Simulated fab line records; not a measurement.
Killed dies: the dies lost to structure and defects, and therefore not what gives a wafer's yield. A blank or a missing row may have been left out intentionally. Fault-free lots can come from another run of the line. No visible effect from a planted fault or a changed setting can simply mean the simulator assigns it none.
A struck lot beside a sound one -- flow n5-finfet -- 29 out of 1938 route steps
Sound: the wafers L598.3, L598.4. Wafers struck: L600.2, L600.4, L600.5. At the end, the cause is stated.
Per side, at each step with rows, come the tool, then ch with its chambers, and then its first start. Under that, the readings that differ: sound wafers -- struck wafers -- difference of the means -- sigmas: that difference in standard deviations of wafers without a fault.
alike: a reading whose means differ by less than 2 such deviations, as well as words and numbers matching on both sides. not compared: withheld readings; readings where some wafer has no value; bounds like >300 that might hide an equal value; numbers whose values overlap and for which the record gives no deviation.
A row with sigmas, a row that says differs or no value, or rows on one side alone: a step with any of these is where the two part. Numbers that have no deviation but don't overlap get no sigmas and don't part them. Lack of a reading on every wafer of one side parts them only where that side has two or more wafers.

first, 1 step without rows for these wafers: N5_BEOL_M11_CVD_75 (deposits Co from CCTBA/H2, target thk 2 nm, time 138.9 s).
N5_BEOL_M11_SPUTTER_48: material Cu, target thk 12 nm, time 2 s.
  sound on pvd-sputter-02, day 12 16:05; struck on pvd-sputter-03, day 13 13:03
  alike: throttle-valve-pct
then, 2 steps without rows for these wafers: N5_BEOL_M11_ECD_50 (material Cu, target thk 318 nm); N5_BEOL_M11_ANNEAL_51 (time 90 s).
N5_BEOL_M11_CMP_52: polishes, stops on SiCOH lowk, t overpolish 7 s, target thk 140 nm.
  sound on cmp-02 ch 0,3, day 12 16:46; struck on cmp-04 ch 0,3, day 13 13:52
  alike: barrier-field-endpoint-s, clearing-platen-rpm, motor-current-A, overpolish-run-s, time-to-endpoint-s
N5_BEOL_M11_THK_MEAS_53: measures by xrf.
  sound on film-metro-02, day 12 16:59; struck on film-metro-02, day 13 14:07
  alike: M11_THK
then, 1 step without rows for these wafers: N5_BEOL_M11_PRE_CLEAN_55 (time 15 s).
N5_BEOL_M11_DEP_56: deposits SiCN from 3MS/NH3, target thk 30 nm, time 10.5 s.
  sound on pecvd-04 ch 1, day 12 17:03; struck on pecvd-03 ch 0,1, day 13 14:11
  alike: showerhead-plenum-p-Torr, throttle-valve-pct
N5_BEOL_M11_RS_MEAS_57: uses a four-point probe to measure.
  sound on film-metro-02, day 12 17:07; struck on film-metro-01, day 13 14:14
  alike: M11_RS
N5_BEOL_M11_INSPECT_58: inspects for defects (darkfield).
  sound on defect-inspect-02, day 12 17:08; struck on defect-inspect-02, day 13 14:16
  alike: raw-defect-count
then, 1 step without rows for these wafers: N5_BEOL_M12_ILD_DEP_00 (deposits SiOC from DEMS/O2, target thk 658.92 nm, time 130.7 s).
N5_BEOL_M12_THK_MEAS_01:
  sound on film-metro-01, day 12 17:19; struck on film-metro-02, day 13 14:26
  alike: M12_ILD_THK
N5_BEOL_M12_COAT_58: time 60 s, resist thk 89 nm.
  sound on litho-track-04 ch 0, day 12 17:20; struck on litho-track-03 ch 0, day 13 14:28
reading,sound,struck,difference,sigmas
spin-speed-rpm (rpm),1501.0 1500.6,1571.1 1571.0 1571.0,+70.2,+59
model.BARC_of_BEOL_M12_COAT_58.thk-nm (nm),89 89.2,86.8 86.8 87,-2.2,
then, 7 steps without rows for these wafers: N5_BEOL_M12_COAT_04 (resist thk 400 nm); N5_BEOL_M12_EBR_06; N5_BEOL_M12_SOFTBAKE_05 (time 60 s); N5_BEOL_M12_EXPOSE_07 (exposes mask V11); N5_BEOL_M12_PEB_08 (peb time 90 s); N5_BEOL_M12_DEVELOP_09 (develop time 45 s); N5_BEOL_M12_HARDBAKE_14 (time 120 s).
N5_BEOL_M12_CD_MEAS_10: the cd target is 140 nm.
  sound on cd-sem-01 ch 0, day 12 17:44; struck on cd-sem-01 ch 0, day 13 14:53
  alike: cd-nm
N5_BEOL_M12_OVL_MEAS_11:
  sound on overlay-02 ch 0, day 12 17:46; struck on overlay-01 ch 0, day 13 14:55
reading,sound,struck,difference,sigmas
V11_OVL (nm),2 -6,6 14 13,+13,+2
N5_BEOL_M12_INSPECT_12: inspects for defects (macro).
  sound on defect-inspect-02, day 12 17:47; struck on defect-inspect-02, day 13 14:57
  alike: raw-defect-count
N5_BEOL_M12_DESCUM_15: chemistry O2, time 7.9 s.
  sound on rie-diel-05 ch 0,3, day 12 17:49; struck on rie-diel-02 ch 0,1, day 13 14:59
reading,sound,struck,difference,sigmas
oes-product-au (a.u.),0.83 0.69,0.90 1.00 0.99,+0.20,+2
  alike: drypump-motor-current-A, rf-vpp-V, showerhead-plenum-p-Torr, throttle-valve-pct
  not compared: rf-hours-counter-h
N5_BEOL_M12_ETCH_59: etches BARC in N2/H2, target depth 89 nm, overetch 26.7 nm, time 67.9 s.
  sound on rie-diel-05 ch 0,3, day 12 17:52; struck on rie-diel-02 ch 0,1, day 13 15:01
reading,sound,struck,difference,sigmas
oes-product-au (a.u.),0.70 0.59,0.76 0.84 0.83,+0.16,+2
throttle-valve-pct (%),17.91 18.11,17.74 17.53 17.53,-0.41,-2
model.etch.depth-nm (nm),88.94 89.14,86.83 86.84 87.03,-2.14,
  alike: drypump-motor-current-A, rf-vpp-V, showerhead-plenum-p-Torr
  not compared: rf-hours-counter-h
N5_BEOL_M12_VIA_ETCH_16: etches SiOC in C4F8/O2/Ar, target depth 724.8 nm.
  sound on rie-diel-05 ch 0,3, day 12 17:55; struck on rie-diel-02 ch 0,1, day 13 15:04
reading,sound,struck,difference,sigmas
oes-product-au (a.u.),0.74 0.61,0.82 0.88 0.90,+0.19,+2
  alike: C4F8_flow_sccm, drypump-motor-current-A, rf-vpp-V, showerhead-plenum-p-Torr, throttle-valve-pct
then, 1 step without rows for these wafers: N5_BEOL_M12_STRIP_63 (strips in N2/H2).
N5_BEOL_M12_STRIP_64: strips in N2/H2.
  sound on plasma-asher-01 ch 0,1, day 12 18:11; struck on plasma-asher-02 ch 0, day 13 15:20
reading,sound,struck,difference,sigmas
strip-time-to-endpoint-s (s),31.30 31.36,30.70 30.70 30.76,-0.61,-9
  alike: drypump-motor-current-A, heater-power-w, oes-product-au
  not compared: rf-hours-counter-h
then, 1 step without rows for these wafers: N5_BEOL_M12_STRIP_71 (strips in post etch residue remover, time 60 s).

## WHERE THEY PART
First at N5_BEOL_M12_COAT_58; last, within this record, at N5_BEOL_M12_STRIP_64.

WHY: what the simulator had put in
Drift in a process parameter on litho-track-03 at N5_BEOL_M12_COAT_58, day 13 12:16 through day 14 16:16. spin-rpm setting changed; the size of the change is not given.
